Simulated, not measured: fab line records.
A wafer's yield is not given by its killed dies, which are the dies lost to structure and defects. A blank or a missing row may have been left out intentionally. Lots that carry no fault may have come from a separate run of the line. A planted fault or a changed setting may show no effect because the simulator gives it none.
Matching of chambers :: flow n5Finfet :: rieDiel-06 running N5_BEOL_M8_ETCH_61: 4 sister chambers
The step etches SiARC in CF4, target depth 45.5 nm, time 75.8 s. 16 wafers are shown with their chamber, then 8 later ones without.

WAFERS PAIRED WITH THEIR CHAMBERS
wafer: L077.2
chamber: 1
drypumpMotorCurrentA (A): 6.1
etchRfOnTimeS (s): 76.6
throttleValvePct (%): 16.03

wafer: L077.5
chamber: 2
drypumpMotorCurrentA (A): 5.3
etchRfOnTimeS (s): 74.4
throttleValvePct (%): 15.89

wafer: L077.6
chamber: 1
drypumpMotorCurrentA (A): 6.1
etchRfOnTimeS (s): 76.0
throttleValvePct (%): 16.03

wafer: L079.3
chamber: 0
drypumpMotorCurrentA (A): 5.9
etchRfOnTimeS (s): 70.5
throttleValvePct (%): 15.25

wafer: L079.5
chamber: 1
drypumpMotorCurrentA (A): 6.1
etchRfOnTimeS (s): 76.9
throttleValvePct (%): 16.04

wafer: L079.6
chamber: 0
drypumpMotorCurrentA (A): 5.9
etchRfOnTimeS (s): 71.0
throttleValvePct (%): 15.27

wafer: L080.1
chamber: 2
drypumpMotorCurrentA (A): 5.3
etchRfOnTimeS (s): 74.9
throttleValvePct (%): 15.91

wafer: L080.4
chamber: 0
drypumpMotorCurrentA (A): 5.9
etchRfOnTimeS (s): 70.1
throttleValvePct (%): 15.25

wafer: L080.5
chamber: 1
drypumpMotorCurrentA (A): 6.1
etchRfOnTimeS (s): 76.9
throttleValvePct (%): 16.04

wafer: L081.2
chamber: 0
drypumpMotorCurrentA (A): 6.0
etchRfOnTimeS (s): 71.3
throttleValvePct (%): 15.26

wafer: L081.4
chamber: 2
drypumpMotorCurrentA (A): 5.3
etchRfOnTimeS (s): 75.0
throttleValvePct (%): 15.93

wafer: L081.6
chamber: 3
drypumpMotorCurrentA (A): 5.9
etchRfOnTimeS (s): 76.1
throttleValvePct (%): 15.73

wafer: L089.1
chamber: 1
drypumpMotorCurrentA (A): 6.1
etchRfOnTimeS (s): 73.2
throttleValvePct (%): 15.53

wafer: L089.4
chamber: 1
drypumpMotorCurrentA (A): 6.1
etchRfOnTimeS (s): 74.5
throttleValvePct (%): 15.56

wafer: L089.6
chamber: 3
drypumpMotorCurrentA (A): 5.9
etchRfOnTimeS (s): 77.1
throttleValvePct (%): 15.78

wafer: L093.1
chamber: 2
drypumpMotorCurrentA (A): 5.3
etchRfOnTimeS (s): 71.2
throttleValvePct (%): 15.42

SIGNATURES (means of the wafers above)
reading: drypumpMotorCurrentA
chamber 0: 5.925
chamber 1: 6.100
chamber 2: 5.300
chamber 3: 5.900
scatter within a chamber: 0.025

reading: etchRfOnTimeS
chamber 0: 70.725
chamber 1: 75.683
chamber 2: 73.875
chamber 3: 76.600
scatter within a chamber: 1.37

reading: throttleValvePct
chamber 0: 15.2575
chamber 1: 15.8717
chamber 2: 15.7875
chamber 3: 15.7550
scatter within a chamber: 0.205
Rule: a wafer's distance from a chamber is the root of the sum, over the readings, of the square of ((its reading less the chamber's mean) divided by the reading's scatter). If the next closest chamber is less than 2 further off than the closest, the wafer can't be placed; otherwise it belongs to the closest. The scatter: the root of (the sum of the squares of (reading less its chamber's mean) over the shown wafers, divided by (wafers less chambers)).

WAFERS WITHOUT THEIR CHAMBER
wafer: L093.5
drypumpMotorCurrentA (A): 6.1
etchRfOnTimeS (s): 72.9
throttleValvePct (%): 15.55

wafer: L093.6
drypumpMotorCurrentA (A): 5.3
etchRfOnTimeS (s): 71.8
throttleValvePct (%): 15.45

wafer: L095.1
drypumpMotorCurrentA (A): 5.3
etchRfOnTimeS (s): 71.6
throttleValvePct (%): 15.45

wafer: L095.2
drypumpMotorCurrentA (A): 5.9
etchRfOnTimeS (s): 76.2
throttleValvePct (%): 15.78

wafer: L095.4
drypumpMotorCurrentA (A): 6.0
etchRfOnTimeS (s): 70.2
throttleValvePct (%): 15.33

wafer: L097.2
drypumpMotorCurrentA (A): 5.3
etchRfOnTimeS (s): 72.1
throttleValvePct (%): 15.47

wafer: L097.3
drypumpMotorCurrentA (A): 5.9
etchRfOnTimeS (s): 77.3
throttleValvePct (%): 15.81

wafer: L097.6
drypumpMotorCurrentA (A): 5.9
etchRfOnTimeS (s): 77.2
throttleValvePct (%): 15.81

WHICH CHAMBER EACH ONE RAN IN
wafer: L093.5
from the rows above: 1
in truth: 1

wafer: L093.6
from the rows above: 2
in truth: 2

wafer: L095.1
from the rows above: 2
in truth: 2

wafer: L095.2
from the rows above: 3
in truth: 3

wafer: L095.4
from the rows above: 0
in truth: 0

wafer: L097.2
from the rows above: 2
in truth: 2

wafer: L097.3
from the rows above: 3
in truth: 3

wafer: L097.6
from the rows above: 3
in truth: 3
Correctly placed: 8 of 8. From these rows, 0 cannot be placed. Wrongly placed: 0.
